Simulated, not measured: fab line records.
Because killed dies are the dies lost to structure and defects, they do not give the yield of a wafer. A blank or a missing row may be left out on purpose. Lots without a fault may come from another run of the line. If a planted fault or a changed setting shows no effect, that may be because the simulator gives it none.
fab line records    flow n5_finfet
[record] lots = 5  wafers = 15  last_day = 16
route steps=1938 shown PMOS_HMC_CHANNEL_EPI@57 BEOL_M4@1111
lots with no fault: from the same line, run without faults
start_h: hours from the record's opening day to when the first of the lot's shown wafers began    wait_h: time in hours since the lot's previous step    " same as the row above    L1.1+2: a row that stands for several wafers    - no value, or no start was given    * or withheld: withheld    < > ~ a bound
route shown NAME@n: NAME is a module with steps in the file, n the number in the route of the first one    usual: mean/standard deviation taken from wafers without a fault    same: alike in all rows    chamber/n: place in a boat    sites: the reading at each site    _std_site: their standard deviation    _edge_site: outer sites' mean less inner sites'    radius_mm: for every site, how far away it sits from the centre of the wafer    mask NAME#n: copy n    behind: the most recent tool/chamber to have shaped the wafer    hold: why the lot was held/for how many hours/how that ended    device: transistor that didn't switch, given as n, p or np    end of line: tests of these same wafers at the route's end    step lacking rows: just its recipe    killed: count of dies lost to structure and defects at first sort (not the wafer's yield)    map: a wafer's dies, marking killed ones x, the rest . and places with no die _
set.NAME: the setting as run; set.NAME@STEP: as run at that earlier step    model.NAME: the simulator's own value behind a step, which no gauge read
lots at some steps of the route; a table a step, a row a wafer
services: a tool's chamber out of use, with start hour (start_h, from the record's first day; less than 0 if before it), hours out, and reason
[[steps]]
[step N5_PMOS_HMC_CHANNEL_EPI_HM_DEP_34]
[recipe] material = SiO2  target_thk_a = 360  temp_c = 400  precursor = TEOS/O2  pressure_torr = 6.5  rf_w = 900  teos_flow_sccm = 161.4  gas = O2  flow_sccm = 2650  time_s = 6.9
[usual] heater_power_w = 564/93  showerhead_plenum_p_Torr = 8.34/0.037  throttle_valve_pct = 18.5/1.1
lot.wafer  tool      chamber  start_h  wait_h  heater_power_w  showerhead_plenum_p_Torr  throttle_valve_pct
L727.3     pecvd-01  0        23.08    0.0     575             8.32                      18.5
L727.4     "         1        "        "       458             8.41                      19.3
L727.6     "         0        "        "       583             8.33                      18.6
L731.2     pecvd-03  0        46.89    0.0     696             8.35                      19.1
L731.4     "         2        "        "       511             8.32                      17.2
L731.6     "         1        "        "       493             8.37                      20.5
L733.4     pecvd-01  1        59.10    0.0     464             8.41                      18.7
L733.5     "         1        "        "       479             8.41                      19.2
L733.6     "         0        "        "       570             8.34                      18.7
L742.4     pecvd-03  1        113.15   0.0     536             8.36                      20.4
L742.5     "         0        "        "       713             8.36                      19.1
L742.6     "         2        "        "       608             8.29                      17.3
L747.4     pecvd-04  2        143.49   0.0     710             8.33                      17.2
L747.5     "         0        "        "       441             8.31                      18.0
L747.6     "         1        "        "       635             8.34                      17.4
[step N5_PMOS_HMC_CHANNEL_EPI_COAT_31]
[recipe] resist = BARC  temp_c = 205  time_s = 60  spin_rpm = 1500  resist_thk_nm = 66
[step N5_PMOS_HMC_CHANNEL_EPI_COAT_03]
[recipe] resist = CAR-ArF-block  spin_rpm = 1500  resist_thk_nm = 205
[step N5_PMOS_HMC_CHANNEL_EPI_EBR_05]
[recipe] solvent = PGMEA  ebr_width_mm = 1.5
[step N5_PMOS_HMC_CHANNEL_EPI_SOFTBAKE_04]
[recipe] temp_c = 110  time_s = 60  resist = CAR-ArF-block
[step N5_PMOS_HMC_CHANNEL_EPI_EXPOSE_06]
[recipe] mask_id = PMOS_HMC_BLK  na = 1.35  source_shape = conventional  sigma_outer = 0.8  polarization = unpolarized  target_cd_nm = 240  dose_mj = 41
[step N5_PMOS_HMC_CHANNEL_EPI_PEB_07]
[recipe] peb_temp_c = 110  peb_time_s = 60  resist = CAR-ArF-block
[step N5_PMOS_HMC_CHANNEL_EPI_DEVELOP_08]
[recipe] develop_time_s = 30  developer = TMAH  resist = CAR-ArF-block  dev_temp_c = 23  rinse_liquid = diw  dry = air_spin
[step N5_PMOS_HMC_CHANNEL_EPI_CD_MEAS_09]
[recipe] target_cd_nm = 237.4  landing_energy_ev = 500  detector = se_inlens
[usual] cd_nm = 237.4/0.81
lot.wafer  tool       chamber  start_h  wait_h  cd_nm
L727.3     cd_sem-03  0        23.48    -       235.8
L727.4     "          0        "        "       238.5
L727.6     "          0        "        "       237.7
L731.2     cd_sem-02  0        47.17    -       237.3
L731.4     "          0        "        "       237.3
L731.6     "          0        "        "       236.9
L733.4     cd_sem-02  0        59.51    -       238.4
L733.5     "          0        "        "       237.9
L733.6     "          0        "        "       238.0
L742.4     cd_sem-03  0        113.54   -       237.7
L742.5     "          0        "        "       236.8
L742.6     "          0        "        "       238.3
L747.4     cd_sem-03  0        143.76   -       235.9
L747.5     "          0        "        "       237.9
L747.6     "          0        "        "       236.8
[step N5_PMOS_HMC_CHANNEL_EPI_OVL_MEAS_10]
[recipe] points_per_wafer = 44
[usual] PMOS_HMC_BLK_OVL = 0.1/0.85
lot.wafer  tool        chamber  start_h  wait_h  PMOS_HMC_BLK_OVL[nm]
L727.3     overlay-01  0        23.51    0.0     -0.8
L727.4     "           0        "        "       0.4
L727.6     "           0        "        "       -0.1
L731.2     overlay-02  0        47.20    0.0     -0.5
L731.4     "           0        "        "       -0.2
L731.6     "           0        "        "       -0.4
L733.4     overlay-02  0        59.54    0.0     -0.1
L733.5     "           0        "        "       0.4
L733.6     "           0        "        "       0.5
L742.4     overlay-02  0        113.57   0.0     -0.2
L742.5     "           0        "        "       -1.8
L742.6     "           0        "        "       -0.2
L747.4     overlay-01  0        143.79   0.0     0.7
L747.5     "           0        "        "       0.0
L747.6     "           0        "        "       0.3
[step N5_PMOS_HMC_CHANNEL_EPI_INSPECT_11]
[recipe] mode = adi  inspect_instrument = macro
[usual] raw_defect_count = 2.1/1.4
lot.wafer  tool               chamber  start_h  wait_h  raw_defect_count
L727.3     defect_inspect-02  -        23.54    0.0     4
L727.4     "                  -        "        "       4
L727.6     "                  -        "        "       4
L731.2     defect_inspect-01  -        47.23    0.0     4
L731.4     "                  -        "        "       2
L731.6     "                  -        "        "       4
L733.4     defect_inspect-02  -        59.56    0.0     5
L733.5     "                  -        "        "       1
L733.6     "                  -        "        "       3
L742.4     defect_inspect-02  -        113.59   0.0     0
L742.5     "                  -        "        "       3
L742.6     "                  -        "        "       4
L747.4     defect_inspect-01  -        143.81   0.0     4
L747.5     "                  -        "        "       2
L747.6     "                  -        "        "       1
[step N5_PMOS_HMC_CHANNEL_EPI_DESCUM_14]
[recipe] chemistry = O2  time_s = 7.9  source_power_w = 50  bias_power_w = 20  pressure_mtorr = 20  rf_frequency_hz = 2.712e+07  temp_c = 40  resist = CAR-ArF-block  o2_flow_sccm = 225
[usual] drypump_motor_current_A = 5.7/0.44  oes_product_au = 0.83/0.096  rf_vpp_V = 243.4/1.6  showerhead_plenum_p_Torr = 2.11/0.086  throttle_valve_pct = 20.38/0.22
lot.wafer  tool         chamber  start_h  wait_h  drypump_motor_current_A  oes_product_au  rf_hours_counter_h  rf_vpp_V  showerhead_plenum_p_Torr  throttle_valve_pct
L727.3     rie_diel-04  2        23.57    0.0     4.8                      0.77            132                 245.3     2.18                      20.14
L727.4     "            1        "        "       5.3                      0.96            2                   242.3     2.05                      20.65
L727.6     "            3        "        "       6.0                      0.77            -                   242.2     2.01                      20.29
L731.2     rie_diel-03  2        47.26    0.0     6.1                      0.93            22                  243.8     2.13                      20.11
L731.4     "            3        "        "       6.1                      0.67            -                   240.6     1.97                      20.86
L731.6     "            2        "        "       6.1                      0.93            -                   243.2     2.13                      20.09
L733.4     rie_diel-05  0        59.75    0.2     6.4                      0.95            -                   240.8     2.06                      20.60
L733.5     "            2        "        "       5.4                      0.92            -                   245.1     2.23                      20.30
L733.6     "            3        "        "       5.3                      0.73            -                   244.0     2.08                      20.26
L742.4     rie_diel-03  0        113.64   0.0     5.4                      0.78            -                   243.2     2.10                      20.51
L742.5     "            2        "        "       6.2                      0.88            -                   243.2     2.12                      20.15
L742.6     "            3        "        "       6.0                      0.66            -                   242.4     1.96                      20.88
L747.4     rie_diel-05  0        143.84   0.0     6.3                      0.90            37                  242.9     2.05                      20.64
L747.5     "            2        "        "       5.4                      0.88            -                   245.6     2.22                      20.34
L747.6     "            3        "        "       5.4                      0.72            -                   242.8     2.07                      20.31
[step N5_PMOS_HMC_CHANNEL_EPI_ETCH_32]
[recipe] chemistry = N2/H2  target = BARC  stop_on = SiO2  target_depth_a = 858  over_etch_frac = 0.3  time_s = 50.3  ion_energy_ev = 200  mask_material = CAR-ArF-block  pressure_mtorr = 30  source_w = 840  bias_w = 150  n2_flow_sccm = 200  h2_flow_sccm = 200
[usual] drypump_motor_current_A = 5.7/0.44  oes_product_au = 0.71/0.077  rf_vpp_V = 524.6/2.8  showerhead_plenum_p_Torr = 2.57/0.1  throttle_valve_pct = 17.86/0.25
lot.wafer  tool         chamber  start_h  wait_h  drypump_motor_current_A  oes_product_au  rf_hours_counter_h  rf_vpp_V  showerhead_plenum_p_Torr  throttle_valve_pct  model.CAR-ArF-block_of_PMOS_HMC_CHANNEL_EPI_COAT_03.thk_nm  model.PMOS_HMC_CHANNEL_EPI.cd_nm  model.SiO2_of_PMOS_HMC_CHANNEL_EPI_HM_DEP_34.thk_nm
L727.3     rie_diel-04  2        23.60    0.0     4.8                      0.66            132                 526.2     2.66                      17.61               133.3                                                       238.5                             35.39
L727.4     "            1        "        "       5.3                      0.81            2                   522.8     2.50                      18.15               130.9                                                       242.2                             36.81
L727.6     "            3        "        "       6.0                      0.67            -                   520.7     2.45                      17.77               131.5                                                       241.8                             36.57
L731.2     rie_diel-03  2        47.29    0.0     6.2                      0.78            22                  526.5     2.60                      17.52               132.5                                                       240.3                             35.84
L731.4     "            3        "        "       6.1                      0.58            -                   519.9     2.40                      18.47               134                                                         240.1                             36.3
L731.6     "            2        "        "       6.2                      0.77            -                   526.6     2.60                      17.52               132                                                         239.9                             36.13
L733.4     rie_diel-05  0        59.79    0.0     6.3                      0.79            -                   523.9     2.50                      18.10               130.3                                                       241.1                             36.75
L733.5     "            2        "        "       5.4                      0.79            -                   528.4     2.70                      17.82               85.36                                                       246.6                             35.23
L733.6     "            3        "        "       5.3                      0.62            -                   523.3     2.52                      17.75               133.6                                                       240.2                             36.58
L742.4     rie_diel-03  0        113.68   0.0     5.4                      0.67            -                   524.5     2.55                      17.94               133.1                                                       240.4                             36.32
L742.5     "            2        "        "       6.1                      0.74            -                   525.5     2.59                      17.57               132.6                                                       239.5                             36.37
L742.6     "            3        "        "       6.1                      0.57            -                   518.4     2.39                      18.50               133.2                                                       241.4                             36.27
L747.4     rie_diel-05  0        143.88   0.0     6.3                      0.74            37                  521.9     2.49                      18.14               130.3                                                       239                               36.88
L747.5     "            2        "        "       5.4                      0.75            -                   528.3     2.69                      17.86               131.2                                                       239.9                             37.05
L747.6     "            3        "        "       5.4                      0.61            -                   522.6     2.51                      17.79               132.3                                                       239.2                             36.99
[step N5_PMOS_HMC_CHANNEL_EPI_HM_OPEN_15]
[recipe] chemistry = CHF3/O2  target = SiO2  mask_material = CAR-ArF-block  target_depth_a = 406  CHF3_flow_sccm = 50  O2_flow_sccm = 5  Ar_flow_sccm = 200  time_s = 20.3  pressure_mtorr = 30  source_w = 650  bias_w = 170  ion_energy_ev = 200
[usual] drypump_motor_current_A = 5.7/0.44  oes_ar_750_au = 0.83/0.092  oes_product_au = 0.83/0.097  rf_vpp_V = 522/5.1  showerhead_plenum_p_Torr = 2.43/0.09  throttle_valve_pct = 18.86/0.24
lot.wafer  tool         chamber  start_h  wait_h  drypump_motor_current_A  oes_ar_750_au  oes_product_au  rf_hours_counter_h  rf_vpp_V  showerhead_plenum_p_Torr  throttle_valve_pct  model.CAR-ArF-block_of_PMOS_HMC_CHANNEL_EPI_COAT_03.thk_nm
L727.3     rie_diel-04  2        23.65    0.0     4.8                      0.77           0.77            132                 522       2.51                      18.65               93.14
L727.4     "            1        "        "       5.4                      0.97           0.96            2                   511       2.37                      19.13               89.43
L727.6     "            3        "        "       6.0                      0.78           0.78            -                   511       2.32                      18.76               90.79
L731.2     rie_diel-03  2        47.34    0.0     6.2                      0.90           0.92            22                  524       2.46                      18.60               91.62
L731.4     "            3        "        "       6.1                      0.68           0.68            -                   516       2.28                      19.40               94.41
L731.6     "            2        "        "       6.2                      0.91           0.92            -                   524       2.46                      18.60               91.19
L733.4     rie_diel-05  0        59.84    0.0     6.3                      0.93           0.95            -                   526       2.37                      19.06               87.94
L733.5     "            2        "        "       5.4                      0.91           0.91            -                   528       2.55                      18.69               44.3
L733.6     "            3        "        "       5.3                      0.73           0.73            -                   519       2.40                      18.78               93.48
L742.4     rie_diel-03  0        113.73   0.0     5.4                      0.78           0.78            -                   526       2.42                      19.04               92.77
L742.5     "            2        "        "       6.2                      0.86           0.87            -                   524       2.45                      18.63               91.75
L742.6     "            3        "        "       6.1                      0.67           0.66            -                   515       2.27                      19.44               93.38
L747.4     rie_diel-05  0        143.92   0.0     6.3                      0.89           0.89            37                  526       2.36                      19.08               88.2
L747.5     "            2        "        "       5.4                      0.87           0.88            -                   527       2.54                      18.72               89.97
L747.6     "            3        "        "       5.4                      0.71           0.71            -                   518       2.39                      18.83               92.09
[step N5_PMOS_HMC_CHANNEL_EPI_STRIP_33]
[recipe] chemistry = N2/H2  power_w = 500  temp_c = 40  pressure_mtorr = 50  rf_frequency_hz = 6e+07  overash_fraction = 0.3  bias_power_w = 8  h2_frac = 0.5  n2_flow_sccm = 300  h2_flow_sccm = 300
[usual] drypump_motor_current_A = 5.7/0.44  oes_product_au = 0.83/0.096  rf_vpp_V = 54.2/1.8  showerhead_plenum_p_Torr = 3.39/0.13  throttle_valve_pct = 19.0/0.42
lot.wafer  tool         chamber  start_h  wait_h  drypump_motor_current_A  oes_product_au  rf_hours_counter_h  rf_vpp_V  showerhead_plenum_p_Torr  throttle_valve_pct
L727.3     rie_diel-04  2        23.70    0.0     4.8                      0.77            132                 53.7      3.51                      18.6
L727.4     "            1        "        "       5.4                      0.95            2                   56.4      3.30                      19.4
L727.6     "            3        "        "       6.0                      0.79            -                   52.8      3.24                      18.9
L731.2     rie_diel-03  2        47.39    0.0     6.2                      0.92            22                  50.0      3.43                      18.4
L731.4     "            3        "        "       6.1                      0.67            -                   54.0      3.17                      19.7
L731.6     "            2        "        "       6.2                      0.92            -                   55.8      3.43                      18.4
L733.4     rie_diel-05  0        59.88    0.0     6.3                      0.95            -                   56.0      3.30                      19.4
L733.5     "            2        "        "       5.5                      0.91            -                   52.2      3.56                      19.3
L733.6     "            3        "        "       5.3                      0.73            -                   55.9      3.33                      18.8
L742.4     rie_diel-03  0        113.78   0.0     5.4                      0.76            -                   54.1      3.37                      18.7
L742.5     "            2        "        "       6.2                      0.87            -                   54.4      3.41                      18.4
L742.6     "            3        "        "       6.1                      0.65            -                   52.9      3.16                      19.7
L747.4     rie_diel-05  0        143.97   0.0     6.3                      0.88            37                  52.3      3.29                      19.4
L747.5     "            2        "        "       5.4                      0.86            -                   57.8      3.55                      19.3
L747.6     "            3        "        "       5.3                      0.71            -                   54.7      3.32                      18.8
[step N5_PMOS_HMC_CHANNEL_EPI_STRIP_17]
[recipe] chemistry = SPM  time_s = 750  temp_c = 130  h2so4_h2o2_vol_ratio = 4  dry = ipa_marangoni
[step N5_PMOS_HMC_CHANNEL_EPI_ETCH_38]
[recipe] chemistry = CF4  target = SiO2  target_depth_a = 15  ion_energy_ev = 350  pressure_mtorr = 10  icp_w = 800  bias_w = 400  cf4_flow_sccm = 80
[usual] drypump_motor_current_A = 5.6/0.49  oes_product_au = 1.007/0.016  throttle_valve_pct = 21.64/0.23
lot.wafer  tool       chamber  start_h  wait_h  drypump_motor_current_A  oes_product_au  rf_hours_counter_h  throttle_valve_pct
L727.3     rie_si-05  2        24.01    0.0     4.7                      1.025           137                 21.42
L727.4     "          1        "        "       5.4                      1.011           184                 21.47
L727.6     "          2        "        "       4.7                      1.021           -                   21.43
L731.2     rie_si-05  0        47.71    0.0     5.9                      1.021           132                 21.85
L731.4     "          2        "        "       4.7                      1.027           137                 21.41
L731.6     "          2        "        "       4.7                      1.029           -                   21.43
L733.4     rie_si-03  3        60.17    0.0     6.4                      1.004           102                 21.86
L733.5     "          0        "        "       4.9                      0.973           -                   21.85
L733.6     "          1        "        "       6.6                      0.977           -                   21.42
L742.4     rie_si-05  2        114.06   0.0     4.7                      1.016           139                 21.43
L742.5     "          2        "        "       4.7                      1.023           -                   21.40
L742.6     "          3        "        "       5.4                      0.987           -                   21.94
L747.4     rie_si-01  3        144.29   0.0     5.6                      0.999           -                   21.48
L747.5     "          1        "        "       5.7                      1.017           -                   21.46
L747.6     "          0        "        "       5.8                      1.025           -                   21.84
[step N5_PMOS_HMC_CHANNEL_EPI_FIN_RECESS_16]
[recipe] chemistry = HBr/Cl2  target = Si  mask_material = SiO2  target_depth_a = 540  time_s = 18  pressure_mtorr = 10  icp_w = 800  bias_w = 75  HBr_flow_sccm = 150  Cl2_flow_sccm = 80
[usual] drypump_motor_current_A = 5.6/0.49  oes_product_au = 1.007/0.016  throttle_valve_pct = 35.34/0.28
lot.wafer  tool       chamber  start_h  wait_h  drypump_motor_current_A  oes_product_au  rf_hours_counter_h  throttle_valve_pct  model.PMOS_HMC_CHANNEL_EPI.cd_nm
L727.3     rie_si-05  2        24.03    0.0     4.7                      1.034           137                 35.16               238.4
L727.4     "          1        "        "       5.4                      1.021           184                 34.99               242
L727.6     "          2        "        "       4.7                      1.019           -                   35.17               241.6
L731.2     rie_si-05  0        47.73    0.0     5.9                      1.000           132                 35.52               240.3
L731.4     "          2        "        "       4.7                      1.027           137                 35.17               240.2
L731.6     "          2        "        "       4.7                      1.023           -                   35.17               239.9
L733.4     rie_si-03  3        60.19    0.0     6.4                      1.011           102                 35.61               241.2
L733.5     "          0        "        "       4.9                      0.987           -                   35.64               246.7
L733.6     "          1        "        "       6.6                      1.005           -                   35.15               240.3
L742.4     rie_si-05  2        114.08   0.0     4.7                      1.029           139                 35.15               240.5
L742.5     "          2        "        "       4.7                      1.022           -                   35.16               239.6
L742.6     "          3        "        "       5.4                      0.998           -                   35.77               241.5
L747.4     rie_si-01  3        144.33   0.0     5.6                      0.987           -                   35.18               239
L747.5     "          1        "        "       5.7                      1.016           -                   35.00               239.9
L747.6     "          0        "        "       5.8                      1.027           -                   35.54               239.1
[step N5_PMOS_HMC_CHANNEL_EPI_PRECLEAN_36]
[recipe] chemistry = O3/DIW  time_s = 45  temp_c = 22  o3_ppm = 10
[step N5_PMOS_HMC_CHANNEL_EPI_PRECLEAN_18]
[recipe] chemistry = DHF  time_s = 30  temp_c = 25  dilution = withheld
lot.wafer  tool          chamber  start_h  wait_h  model.SiO2_of_PMOS_HMC_CHANNEL_EPI_HM_DEP_34.thk_nm
L727.3     wet_bench-05  5        24.14    0.0     24.02
L727.4     "             7        "        "       25.61
L727.6     "             3        "        "       25.24
L731.2     wet_bench-05  2        47.85    0.0     24.46
L731.4     "             3        "        "       24.98
L731.6     "             4        "        "       24.8
L733.4     wet_bench-03  2        60.30    0.0     25.59
L733.5     "             3        "        "       24.01
L733.6     "             6        "        "       25.42
L742.4     wet_bench-05  1        114.20   0.0     25.01
L742.5     "             3        "        "       25.05
L742.6     "             4        "        "       25.04
L747.4     wet_bench-05  3        144.41   0.0     25.59
L747.5     "             1        "        "       25.68
L747.6     "             4        "        "       25.74
[step N5_PMOS_HMC_CHANNEL_EPI_SRD_19]
[recipe] dry = ipa_marangoni  do_ppb = 5  time_s = 30  temp_c = 23  rinse_liquid = diw
[step N5_BEOL_M4_RC_MEAS_101]
[usual] DIBL_N = 36.5/1.4  DIBL_P = 36.6/1.6  IOFF_N = 0.160/0.024  IOFF_P = 0.217/0.029  ION_N = 674/8.7  ION_P = 464/6.5  SS_N = 71.6/0.47  SS_P = 73.4/0.57  VT_N = 250.0/2.5  VT_P = -250/3.1
lot.wafer  tool       chamber  start_h  wait_h  DIBL_N[mV/V]  DIBL_P[mV/V]  IOFF_N[nA/um]  IOFF_P[nA/um]  ION_N[uA/um]  ION_P[uA/um]  SS_N[mV/dec]  SS_P[mV/dec]  VT_N[mV]  VT_P[mV]
L727.3     prober-02  0        174.38   0.3     33.7          35.3          0.136          0.191          658           461           71.6          73.3          250.9     -249
L727.4     "          0        "        "       35.1          36.5          0.151          0.205          681           473           72.4          73.4          251.0     -249
L727.6     "          0        "        "       32.8          33.8          0.116          0.167          668           465           71.3          72.4          256.0     -254
L731.2     prober-02  0        210.98   0.2     36.4          37.1          0.173          0.207          676           464           71.5          73.2          250.2     -250
L731.4     "          0        "        "       37.4          37.9          0.186          0.223          679           457           71.3          74.2          248.0     -251
L731.6     "          0        "        "       36.7          37.4          0.177          0.214          682           464           70.9          73.4          246.3     -253
L733.4     prober-01  0        216.48   0.5     38.5          37.2          0.182          0.244          677           469           72.0          73.7          246.1     -248
L733.5     "          0        "        "       38.2          38.1          0.179          0.262          672           468           72.0          73.8          250.8     -248
L733.6     "          0        "        "       34.9          32.6          0.116          0.173          658           464           71.0          72.9          254.1     -251
L742.4     prober-02  0        263.61   0.5     35.7          35.3          0.135          0.167          676           456           71.4          73.1          251.1     -255
L742.5     "          0        "        "       34.9          34.0          0.115          0.147          658           450           71.2          73.1          255.8     -259
L742.6     "          0        "        "       35.9          35.2          0.131          0.162          661           453           72.1          73.6          252.4     -255
L747.4     prober-01  0        286.84   0.5     35.6          35.8          0.148          0.229          680           473           71.2          73.2          249.0     -248
L747.5     "          0        "        "       37.5          37.4          0.180          0.263          685           473           71.9          73.4          247.9     -243
L747.6     "          0        "        "       34.8          34.1          0.131          0.214          668           469           71.3          73.2          252.6     -248
[[services]]
tool          chamber  start_h  hours  kind
pecvd-03      1        1.56     27.8   repair
pecvd-04      -        5.51     2.6    repair
rie_si-01     -        28.92    0.3    repair
rie_si-03     1        30.33    3.7    repair
pecvd-03      1        31.44    2.1    scheduled_down
rie_si-03     1        42.50    6.6    repair
rie_si-01     0        43.03    8.7    repair
rie_si-01     3        43.63    6.1    repair
pecvd-01      2        46.43    34.3   repair
rie_si-05     -        50.45    2.0    repair
rie_diel-05   1        53.03    12.9   repair
rie_diel-03   -        57.84    2.8    pm
rie_si-05     0        69.11    4.8    repair
rie_diel-03   3        69.26    7.2    repair
pecvd-03      -        79.37    2.8    repair
wet_bench-03  -        80.09    1.6    repair
rie_diel-04   -        86.96    1.0    repair
rie_diel-05   2        91.74    2.1    repair
pecvd-04      0        91.93    6.3    repair
rie_diel-03   3        114.50   -      clean
rie_diel-03   3        114.50   -      consumable_replace:focus_ring
rie_diel-03   3        114.50   -      consumable_replace:showerhead
rie_diel-03   3        114.50   19.1   scheduled_down
rie_diel-03   3        114.50   19.1   vent_cycle
[[key]]
first_sign none at tools or gauges
[model_effect] step = N5_PMOS_HMC_CHANNEL_EPI_ETCH_32  value = CAR-ArF-block_of_PMOS_HMC_CHANNEL_EPI_COAT_03.thk_nm  without = 132.2  struck = 85.36
[model_effect] step = N5_PMOS_HMC_CHANNEL_EPI_HM_OPEN_15  value = CAR-ArF-block_of_PMOS_HMC_CHANNEL_EPI_COAT_03.thk_nm  without = 91.16  struck = 44.3
[model_effect] step = N5_PMOS_HMC_CHANNEL_EPI_FIN_RECESS_16  value = PMOS_HMC_CHANNEL_EPI.cd_nm  without = 240  struck = 246.7
[model_effect] step = N5_PMOS_HMC_CHANNEL_EPI_PRECLEAN_18  value = SiO2_of_PMOS_HMC_CHANNEL_EPI_HM_DEP_34.thk_nm  without = 25.57  struck = 24.01
met_at N5_PMOS_HMC_CHANNEL_EPI_ETCH_32
struck_wafers L733.5
[fault] kind = process_parameter_drift  tool = rie_diel-05  chamber = -  onset_h = 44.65  steps = N5_PMOS_HMC_CHANNEL_EPI_ETCH_32  channel = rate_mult  offset = 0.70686  shape = step  end_h = 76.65  scope = struck_wafers_only
